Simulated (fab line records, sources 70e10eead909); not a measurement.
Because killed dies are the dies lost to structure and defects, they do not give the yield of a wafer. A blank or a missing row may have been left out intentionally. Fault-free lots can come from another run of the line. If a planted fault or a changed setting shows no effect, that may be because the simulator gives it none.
Which tool did it? | flow nand_harc | 18 wafers from 6 lots sampled at 5 of the route's 1159 steps

== WHAT EACH GAUGE READ, for each wafer ==
NHARC_END_SORT_01.
lot  | measured     | on        | killed_at_array
L312 | day 21 11:22 | prober-02 | 39 25 22

== WHAT TOOL EACH LOT RAN ON (gives the tool, then ch and the chambers of the sampled wafers, and finally the start) ==
lot  | NHARC_P_GATE_STRIP_75                | NHARC_P_GATE_DESCUM_93            | NHARC_P_CONTACT_DEP_00          | NHARC_P_CONTACT_DESCUM_17
L305 | plasma_asher-02 ch 0,1, day 6 01:58  | rie_diel-07 ch 0,1,3, day 6 04:40 | pecvd-04 ch 0,2, day 6 07:59    | rie_diel-12 ch 2,3, day 6 09:26
L312 | plasma_asher-02 ch 0,1, day 7 22:38  | rie_diel-09 ch 0,3, day 8 01:27   | pecvd-04 ch 1,2, day 8 04:46    | rie_diel-06 ch 1,2,3, day 8 06:19
L316 | plasma_asher-01 ch 0,1, day 8 15:33  | rie_diel-07 ch 1,2,3, day 8 20:10 | pecvd-01 ch 1,2, day 8 23:29    | rie_diel-12 ch 1,2,3, day 9 00:53
L317 | plasma_asher-01 ch 0,1, day 9 06:35  | rie_diel-02 ch 0,2,3, day 9 09:25 | pecvd-03 ch 0,2, day 9 12:38    | rie_diel-08 ch 1,2,3, day 9 14:02
L321 | plasma_asher-01 ch 0,1, day 10 08:03 | rie_diel-09 ch 1,3, day 10 10:51  | pecvd-04 ch 0,1,2, day 10 14:28 | rie_diel-08 ch 0,1,2, day 10 16:05
L324 | plasma_asher-01 ch 0,1, day 11 00:21 | rie_diel-07 ch 0,2, day 11 03:02  | pecvd-03 ch 0,1,2, day 11 06:28 | rie_diel-08 ch 0,1,3, day 11 07:59
- NHARC_P_GATE_STRIP_75: strips in O2.
- NHARC_P_GATE_DESCUM_93: chemistry O2, time 3 s.
- NHARC_P_CONTACT_DEP_00: deposits SiO2, target thk 500 nm.
- NHARC_P_CONTACT_DESCUM_17: chemistry O2, time 3 s.

== THE ANSWER, worked out from the rows above alone ==
Rule: what is usual is taken from the lots themselves. The widest of any qualifying gaps counts: lots, ordered by their means at a reading, are off when they make up no more than a third of the lots, leave a main group of 4 or more, and stand apart from it by 3 or more times the standard deviation of that group's means. A main group whose means are all the same, to the digits that the tables above print for the reading, isn't used. Also off: a lot with no number at a reading for which 4 or more lots have one. All remaining lots with rows at the step are treated as sound.
Nothing can be told from this: no lot is off at any reading shown.

== WHAT HAD BEEN PUT IN BY THE SIMULATOR ==
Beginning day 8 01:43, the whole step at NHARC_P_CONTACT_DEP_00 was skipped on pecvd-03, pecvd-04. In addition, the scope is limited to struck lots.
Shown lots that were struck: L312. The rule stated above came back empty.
